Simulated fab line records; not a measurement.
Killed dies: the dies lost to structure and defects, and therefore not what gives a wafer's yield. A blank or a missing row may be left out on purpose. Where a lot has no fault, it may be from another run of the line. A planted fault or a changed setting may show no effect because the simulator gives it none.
Which tool was responsible? | flow nand_harc | Sampling: 24 lots, 72 wafers, 6 of 1159 route steps

WHAT EACH GAUGE READ, for each wafer
NHARC_P_M1_CD_MEAS_16. Usual: cd_nm reads 129.7 nm (standard deviation 0.61).
lot  | measured     | on        | cd_nm (nm)        | flag
L074 | day 5 14:34  | cd_sem-02 | 130.4 130.3 130.3 |
L075 | day 6 12:18  | cd_sem-03 | 129.9 129.0 130.3 |
L076 | day 6 13:33  | cd_sem-03 | 129.5 129.4 129.3 |
L077 | day 6 16:19  | cd_sem-02 | 130.0 130.2 130.6 |
L078 | day 6 21:54  | cd_sem-03 | 129.8 130.1 129.0 |
L079 | day 7 05:28  | cd_sem-01 | 129.7 129.7 129.9 |
L080 | day 7 19:11  | cd_sem-01 | 129.5 129.2 129.0 |
L082 | day 7 20:19  | cd_sem-01 | 131.0 130.0 130.4 |
L081 | day 7 21:29  | cd_sem-01 | 129.6 129.8 130.4 |
L084 | day 8 05:19  | cd_sem-03 | 128.5 129.4 128.8 |
L083 | day 8 06:04  | cd_sem-01 | 128.6 129.0 129.1 |
L085 | day 9 07:14  | cd_sem-02 | 129.4 129.9 129.5 |
L088 | day 9 07:59  | cd_sem-02 | 129.1 129.2 129.9 |
L086 | day 9 08:44  | cd_sem-02 | 130.8 130.5 130.0 |
L087 | day 9 22:09  | cd_sem-01 | 129.2 130.2 129.3 |
L090 | day 10 05:26 | cd_sem-01 | 130.3 129.6 129.0 |
L089 | day 10 08:50 | cd_sem-02 | 129.2 129.3 129.2 |
L091 | day 10 09:37 | cd_sem-01 | 128.6 128.6 128.9 |
L092 | day 10 11:32 | cd_sem-01 | 130.1 130.7 129.8 |
L094 | day 10 21:36 | cd_sem-01 | 129.3 129.7 130.7 |
L093 | day 11 02:17 | cd_sem-02 | 129.0 129.4 129.4 |
L095 | day 11 07:16 | cd_sem-02 | 130.4 130.8 130.5 |
L096 | day 11 09:22 | cd_sem-01 | 129.8 129.2 129.4 |
L097 | day 12 02:01 | cd_sem-02 | 129.3 130.3 129.1 |

NHARC_P_M2_OVL_MEAS_10: pitch 340 nm. Usual: overlay_x_nm 0.0 nm, standard deviation 0.9; overlay_y_nm 0.0 nm, standard deviation 0.98.
lot  | measured     | on         | overlay_x_nm (nm) | overlay_y_nm (nm) | flag
L074 | day 5 18:19  | overlay-01 | 1.2 0.8 1.0       | -0.8 0.1 -0.5     |
L075 | day 6 16:06  | overlay-01 | -1.2 -1.0 -1.4    | -0.4 -0.2 -0.1    |
L076 | day 6 17:22  | overlay-01 | 0.2 -0.2 0.4      | -0.3 -0.3 -0.2    |
L077 | day 6 19:57  | overlay-02 | 0.8 0.4 0.8       | -1.2 -0.7 -1.1    |
L078 | day 7 01:44  | overlay-02 | 1.3 0.5 0.0       | 1.7 2.5 2.5       |
L079 | day 7 09:06  | overlay-01 | 0.0 -0.5 0.0      | 0.1 0.4 -0.3      |
L080 | day 7 22:59  | overlay-01 | -0.6 -1.2 -0.7    | -0.1 -0.5 0.0     |
L082 | day 8 00:08  | overlay-01 | 0.5 1.2 0.9       | 1.9 1.5 1.9       |
L081 | day 8 01:17  | overlay-01 | 0.2 0.2 0.4       | 1.1 0.7 1.2       |
L084 | day 8 09:08  | overlay-01 | 1.4 0.7 1.1       | -0.2 0.0 -0.1     |
L083 | day 8 09:49  | overlay-02 | -0.1 -0.9 -0.5    | 0.5 0.7 0.4       |
L085 | day 9 11:25  | overlay-02 | 0.7 0.8 0.7       | -1.3 -1.1 -1.2    |
L088 | day 9 12:19  | overlay-02 | -2.0 -2.2 -2.5    | -1.5 -2.1 -1.1    |
L086 | day 9 12:46  | overlay-01 | 1.3 1.0 0.2       | 1.0 1.2 0.7       |
L087 | day 10 01:49 | overlay-01 | 0.2 0.6 0.5       | -1.8 -1.8 -2.0    |
L090 | day 10 09:23 | overlay-01 | -1.7 -1.2 -1.6    | -0.3 0.0 -0.4     |
L089 | day 10 12:38 | overlay-01 | 0.6 0.4 0.3       | -0.1 -0.1 -0.3    |
L091 | day 10 14:42 | overlay-01 | -0.3 -0.3 0.3     | 0.7 1.2 1.1       |
L092 | day 10 15:38 | overlay-01 | 0.7 0.7 0.7       | 0.6 0.6 0.4       |
L094 | day 11 01:22 | overlay-01 | 0.6 0.3 0.0       | -0.4 0.1 -0.2     |
L093 | day 11 06:02 | overlay-02 | 1.1 0.3 0.4       | -0.6 0.1 -0.3     |
L095 | day 11 10:55 | overlay-02 | -0.5 -0.3 -0.4    | -0.1 0.1 0.2      |
L096 | day 11 13:07 | overlay-02 | -0.5 -0.1 -0.1    | -1.6 -1.1 -1.6    |
L097 | day 12 06:08 | overlay-01 | -1.2 -0.6 -1.9    | 0.3 -0.7 -0.2     |

NHARC_P_M2_THK_MEAS_24: measures by xrf. Usual: thk_nm reads 144.1 nm (standard deviation 1.3).
lot  | measured     | on            | thk_nm (nm)       | flag
L074 | day 5 20:59  | film_metro-02 | 143.0 143.5 144.6 |
L075 | day 6 18:38  | film_metro-02 | 143.8 143.1 145.2 |
L076 | day 6 20:05  | film_metro-01 | 143.5 143.9 144.9 |
L077 | day 6 22:31  | film_metro-01 | 144.5 143.5 146.1 |
L078 | day 7 04:21  | film_metro-01 | 143.9 144.0 141.4 |
L079 | day 7 11:37  | film_metro-01 | 143.5 141.8 145.2 |
L080 | day 8 01:32  | film_metro-01 | 143.1 143.0 145.5 |
L082 | day 8 02:41  | film_metro-02 | 144.6 144.8 147.9 |
L081 | day 8 04:24  | film_metro-01 | 143.7 143.7 144.5 |
L084 | day 8 11:43  | film_metro-02 | 145.4 142.2 143.7 |
L083 | day 8 12:20  | film_metro-01 | 144.0 145.9 144.6 |
L085 | day 9 14:11  | film_metro-01 | 143.7 143.2 144.0 |
L088 | day 9 14:52  | film_metro-02 | 140.4 143.5 143.4 |
L086 | day 9 15:17  | film_metro-02 | 144.2 143.8 145.7 |
L087 | day 10 04:37 | film_metro-02 | 144.8 144.6 144.8 |
L090 | day 10 12:19 | film_metro-02 | 143.9 144.2 143.0 |
L089 | day 10 15:12 | film_metro-02 | 142.4 143.0 143.1 |
L091 | day 10 17:28 | film_metro-02 | 144.3 145.5 143.3 |
L092 | day 10 18:33 | film_metro-02 | 145.3 146.8 146.1 |
L094 | day 11 03:54 | film_metro-02 | 142.4 144.6 144.6 |
L093 | day 11 08:34 | film_metro-01 | 143.9 143.5 145.1 |
L095 | day 11 13:26 | film_metro-02 | 146.7 144.6 143.2 |
L096 | day 11 15:38 | film_metro-01 | 144.9 144.6 145.3 |
L097 | day 12 09:08 | film_metro-02 | 143.3 145.2 142.7 |

NHARC_A_ZERO_WELL_INSPECT_17. Usual: raw_defect_count reads 10 (standard deviation 4.9).
lot  | measured     | on                | raw_defect_count | flag
L074 | day 6 04:33  | defect_inspect-02 | 10 16 17         |
L075 | day 7 02:40  | defect_inspect-01 | 4 8 6            |
L076 | day 7 03:46  | defect_inspect-02 | 9 8 12           |
L077 | day 7 06:07  | defect_inspect-01 | 20 4 8           |
L078 | day 7 11:47  | defect_inspect-02 | 10 5 12          |
L079 | day 7 19:01  | defect_inspect-02 | 8 6 5            |
L080 | day 8 09:02  | defect_inspect-01 | 8 12 11          |
L082 | day 8 10:04  | defect_inspect-01 | 16 7 11          |
L081 | day 8 12:01  | defect_inspect-02 | 8 9 14           |
L084 | day 8 19:17  | defect_inspect-02 | 11 8 10          |
L083 | day 8 20:10  | defect_inspect-01 | 5 7 8            |
L085 | day 9 21:43  | defect_inspect-01 | 11 16 7          |
L088 | day 9 22:39  | defect_inspect-02 | 6 6 9            |
L086 | day 9 23:23  | defect_inspect-02 | 6 8 8            |
L087 | day 10 12:10 | defect_inspect-01 | 4 9 5            |
L090 | day 10 20:55 | defect_inspect-01 | 12 14 16         |
L089 | day 10 22:59 | defect_inspect-02 | 10 12 14         |
L091 | day 11 01:39 | defect_inspect-02 | 7 17 12          |
L092 | day 11 02:22 | defect_inspect-02 | 8 4 8            |
L094 | day 11 11:31 | defect_inspect-02 | 9 12 8           |
L093 | day 11 16:06 | defect_inspect-02 | 10 15 6          |
L095 | day 11 21:02 | defect_inspect-01 | 15 25 15         |
L096 | day 11 23:14 | defect_inspect-02 | 21 18 5          |
L097 | day 12 16:37 | defect_inspect-01 | 12 8 7           |

TOOL THAT RAN EACH LOT (tool first, then ch and the chambers of the sampled wafers, then the start)
lot  | NHARC_P_M1_STRIP_18                | NHARC_P_M1_ETCH_28
L074 | rie_diel-12 ch 0,1, day 5 14:40    | rie_diel-12 ch 2,3, day 5 18:19 or earlier
L075 | rie_diel-01 ch 0,2,3, day 6 12:26  | rie_diel-01 ch 0,2, day 6 16:06 or earlier
L076 | rie_diel-01 ch 0,1,3, day 6 13:38  | rie_diel-01 ch 0,1,2, day 6 17:22 or earlier
L077 | rie_diel-12 ch 0,1, day 6 16:25    | rie_diel-12 ch 0,1,3, day 6 19:57 or earlier
L078 | rie_diel-12 ch 1,3, day 6 21:59    | rie_diel-12 ch 0,1,3, day 7 01:44 or earlier
L079 | rie_diel-12 ch 0,3, day 7 05:34    | rie_diel-12 ch 0,3, day 7 09:06 or earlier
L080 | rie_diel-01 ch 0,2,3, day 7 19:16  | rie_diel-01 ch 1,2,3, day 7 22:59 or earlier
L082 | rie_diel-01 ch 0,3, day 7 20:24    | rie_diel-01 ch 1,2,3, day 8 00:08 or earlier
L081 | rie_diel-12 ch 0,1,2, day 7 21:34  | rie_diel-12 ch 1,2,3, day 8 01:17 or earlier
L084 | rie_diel-12 ch 1,2,3, day 8 05:25  | rie_diel-12 ch 0,1,3, day 8 09:08 or earlier
L083 | rie_diel-07 ch 0,2,3, day 8 06:11  | rie_diel-07 ch 0,1,3, day 8 09:49 or earlier
L085 | rie_diel-01 ch 0,1, day 9 07:18    | rie_diel-01 ch 0,3, day 9 11:25 or earlier
L088 | rie_diel-01 ch 0,1, day 9 08:05    | rie_diel-01 ch 1,2, day 9 12:19 or earlier
L086 | rie_diel-07 ch 0,1,2, day 9 08:50  | rie_diel-07 ch 0,2, day 9 12:46 or earlier
L087 | rie_diel-12 ch 0,1,2, day 9 22:17  | rie_diel-12 ch 0,1,3, day 10 01:49 or earlier
L090 | rie_diel-01 ch 0,1, day 10 05:30   | rie_diel-01 ch 0,1, day 10 09:23 or earlier
L089 | rie_diel-01 ch 0,1,2, day 10 08:54 | rie_diel-01 ch 1,2, day 10 12:38 or earlier
L091 | rie_diel-01 ch 0,1, day 10 09:41   | rie_diel-01 ch 0,1,2, day 10 14:42 or earlier
L092 | rie_diel-07 ch 0,1, day 10 11:36   | rie_diel-07 ch 2,3, day 10 15:38 or earlier
L094 | rie_diel-01 ch 1,2,3, day 10 21:45 | rie_diel-01 ch 1,2,3, day 11 01:22 or earlier
L093 | rie_diel-01 ch 0,2, day 11 02:22   | rie_diel-01 ch 0,2, day 11 06:02 or earlier
L095 | rie_diel-07 ch 1,2,3, day 11 07:22 | rie_diel-07 ch 0,1,3, day 11 10:55 or earlier
L096 | rie_diel-12 ch 0,1,2, day 11 09:31 | rie_diel-12 ch 1,2, day 11 13:07 or earlier
L097 | rie_diel-01 ch 0,2, day 12 02:05   | rie_diel-01 ch 0,1,2, day 12 06:08 or earlier
- NHARC_P_M1_STRIP_18: strips in N2/H2.
- NHARC_P_M1_ETCH_28: etches the open film in CF4/N2, target depth 30 nm, time 72.99 s.

WHAT THE TOOLS THEMSELVES READ (means of the sampled wafers that have a number; where no wafer has one, the mark that the record gives instead)
NHARC_P_M1_STRIP_18. Usual: for drypump_motor_current_A, 5.6 A with a standard deviation of 0.39; for n2_flow_sccm, 150.0 sccm with a standard deviation of 0.48; for oes_product_au, 1.003 a.u. with a standard deviation of 0.0063; for power_w, 1000.1 W with a standard deviation of 3; for rf_vpp_V, 90.8 V with a standard deviation of 0.99; for showerhead_plenum_p_Torr, 2.06 Torr with a standard deviation of 0.091; for throttle_valve_pct, 14.172 % with a standard deviation of 0.0094.
lot  | tool        | drypump_motor_current_A (A) | n2_flow_sccm (sccm) | oes_product_au (a.u.) | power_w (W) | rf_vpp_V (V) | showerhead_plenum_p_Torr (Torr) | throttle_valve_pct (%) | flag
L074 | rie_diel-12 | 5.6                         | 150.0               | 1.000                 | 999.0       | 90.1         | 1.98                            | 14.167                 |
L075 | rie_diel-01 | 5.8                         | 150.0               | 1.009                 | 1002.0      | 91.4         | 2.08                            | 14.171                 |
L076 | rie_diel-01 | 5.7                         | 150.0               | 1.011                 | 1000.6      | 91.8         | 2.02                            | 14.170                 |
L077 | rie_diel-12 | 5.4                         | 149.9               | 1.000                 | 998.9       | 90.8         | 2.02                            | 14.179                 |
L078 | rie_diel-12 | 5.5                         | 150.3               | 1.005                 | 1001.4      | 89.7         | 1.95                            | 14.169                 |
L079 | rie_diel-12 | 5.2                         | 149.8               | 1.002                 | 999.8       | 90.3         | 2.05                            | 14.172                 |
L080 | rie_diel-01 | 5.8                         | 150.1               | 0.998                 | 1000.4      | 90.2         | 2.08                            | 14.179                 |
L082 | rie_diel-01 | 5.8                         | 149.7               | 1.000                 | 997.8       | 89.9         | 2.09                            | 14.176                 |
L081 | rie_diel-12 | 5.5                         | 149.9               | 0.997                 | 1001.5      | 90.9         | 2.05                            | 14.176                 |
L084 | rie_diel-12 | 5.4                         | 149.5               | 1.001                 | 1003.5      | 90.7         | 2.03                            | 14.172                 |
L083 | rie_diel-07 | 5.4                         | 150.1               | 1.010                 | 1001.8      | 91.0         | 2.17                            | 14.167                 |
L085 | rie_diel-01 | 6.0                         | 149.9               | 1.009                 | 1001.4      | 90.3         | 2.00                            | 14.168                 |
L088 | rie_diel-01 | 5.6                         | 149.7               | 1.008                 | 1003.5      | 89.8         | 1.95                            | 14.172                 |
L086 | rie_diel-07 | 5.6                         | 149.8               | 1.004                 | 1000.8      | 91.7         | 2.15                            | 14.168                 |
L087 | rie_diel-12 | 5.5                         | 149.7               | 1.004                 | 1000.0      | 89.9         | 2.05                            | 14.172                 |
L090 | rie_diel-01 | 5.6                         | 149.7               | 1.001                 | 1002.2      | 89.4         | 1.95                            | 14.171                 |
L089 | rie_diel-01 | 5.7                         | 150.1               | 0.997                 | 998.2       | 90.4         | 2.02                            | 14.163                 |
L091 | rie_diel-01 | 5.6                         | 149.6               | 1.004                 | 1004.1      | 89.8         | 1.95                            | 14.184                 |
L092 | rie_diel-07 | 5.5                         | 149.9               | 1.004                 | 1001.7      | 91.5         | 2.17                            | 14.174                 |
L094 | rie_diel-01 | 5.5                         | 150.0               | 1.009                 | 1001.1      | 89.5         | 2.04                            | 14.174                 |
L093 | rie_diel-01 | 6.1                         | 149.8               | 1.013                 | 996.3       | 90.5         | 2.06                            | 14.170                 |
L095 | rie_diel-07 | 5.7                         | 149.8               | 1.000                 | 999.6       | 92.2         | 2.16                            | 14.171                 |
L096 | rie_diel-12 | 5.5                         | 150.4               | 0.999                 | 1000.1      | 90.0         | 2.05                            | 14.164                 |
L097 | rie_diel-01 | 6.1                         | 150.0               | 1.005                 | 998.5       | 91.6         | 2.06                            | 14.172                 |

NHARC_P_M1_ETCH_28. Usual: drypump_motor_current_A 5.6 A, standard deviation 0.38; n2_flow_sccm 100.0 sccm, standard deviation 0.31; oes_product_au 1.001 a.u., standard deviation 0.0068; rf_vpp_V 314.5 V, standard deviation 2; showerhead_plenum_p_Torr 2.65 Torr, standard deviation 0.11; throttle_valve_pct 19.796 %, standard deviation 0.0092.
lot  | tool        | drypump_motor_current_A (A) | n2_flow_sccm (sccm) | oes_product_au (a.u.) | rf_vpp_V (V) | showerhead_plenum_p_Torr (Torr) | throttle_valve_pct (%) | flag
L074 | rie_diel-12 | 5.2                         | 100.0               | 1.000                 | 315.0        | 2.64                            | 19.800                 |
L075 | rie_diel-01 | 5.9                         | 99.9                | 1.007                 | 315.1        | 2.67                            | 19.797                 |
L076 | rie_diel-01 | 5.7                         | 99.9                | 1.003                 | 313.1        | 2.60                            | 19.803                 |
L077 | rie_diel-12 | 5.4                         | 99.8                | 0.995                 | 313.1        | 2.58                            | 19.792                 |
L078 | rie_diel-12 | 5.4                         | 100.1               | 1.003                 | 313.6        | 2.58                            | 19.787                 |
L079 | rie_diel-12 | 5.2                         | 99.9                | 1.002                 | 314.8        | 2.64                            | 19.799                 |
L080 | rie_diel-01 | 5.5                         | 100.0               | 1.001                 | 314.3        | 2.62                            | 19.800                 |
L082 | rie_diel-01 | 5.5                         | 100.0               | 1.002                 | 314.4        | 2.62                            | 19.807                 |
L081 | rie_diel-12 | 5.4                         | 100.2               | 0.998                 | 314.5        | 2.61                            | 19.797                 |
L084 | rie_diel-12 | 5.4                         | 99.8                | 1.000                 | 313.7        | 2.58                            | 19.789                 |
L083 | rie_diel-07 | 5.6                         | 99.9                | 1.004                 | 317.5        | 2.79                            | 19.795                 |
L085 | rie_diel-01 | 5.8                         | 100.0               | 0.998                 | 315.8        | 2.68                            | 19.788                 |
L088 | rie_diel-01 | 5.4                         | 100.4               | 0.997                 | 312.6        | 2.54                            | 19.798                 |
L086 | rie_diel-07 | 5.3                         | 99.8                | 1.008                 | 317.0        | 2.77                            | 19.799                 |
L087 | rie_diel-12 | 5.4                         | 99.9                | 1.006                 | 313.8        | 2.57                            | 19.792                 |
L090 | rie_diel-01 | 5.9                         | 99.7                | 1.005                 | 313.3        | 2.58                            | 19.799                 |
L089 | rie_diel-01 | 5.4                         | 100.0               | 1.004                 | 312.9        | 2.54                            | 19.793                 |
L091 | rie_diel-01 | 5.7                         | 99.8                | 0.996                 | 313.3        | 2.60                            | 19.791                 |
L092 | rie_diel-07 | 5.5                         | 100.2               | 1.011                 | 316.4        | 2.76                            | 19.794                 |
L094 | rie_diel-01 | 5.5                         | 100.4               | 0.996                 | 313.9        | 2.62                            | 19.794                 |
L093 | rie_diel-01 | 6.1                         | 99.7                | 1.004                 | 314.6        | 2.65                            | 19.801                 |
L095 | rie_diel-07 | 5.5                         | 99.7                | 1.000                 | 316.9        | 2.79                            | 19.798                 |
L096 | rie_diel-12 | 5.5                         | 99.8                | 1.002                 | 314.4        | 2.68                            | 19.787                 |
L097 | rie_diel-01 | 5.7                         | 100.0               | 0.995                 | 313.4        | 2.60                            | 19.799                 |

THE ANSWER, worked out from the rows above alone
Rule: a lot is off if the mean of its wafers that have a number lies more than 3 standard deviations from the usual mean. Also off: a lot with no number at a reading for which 4 or more lots have one. Where the step has rows for the other lots, those lots are counted as sound. Order of review: gauges by route order, followed by the tools' own readings, for which a lot's mean as printed above is used. At the first step where some lot is off, the reading lying furthest off is the one used; lots without a number count as furthest.
Across all readings shown, no lot is off: no conclusion can be drawn from this.

WHAT THE SIMULATOR HAD PUT IN
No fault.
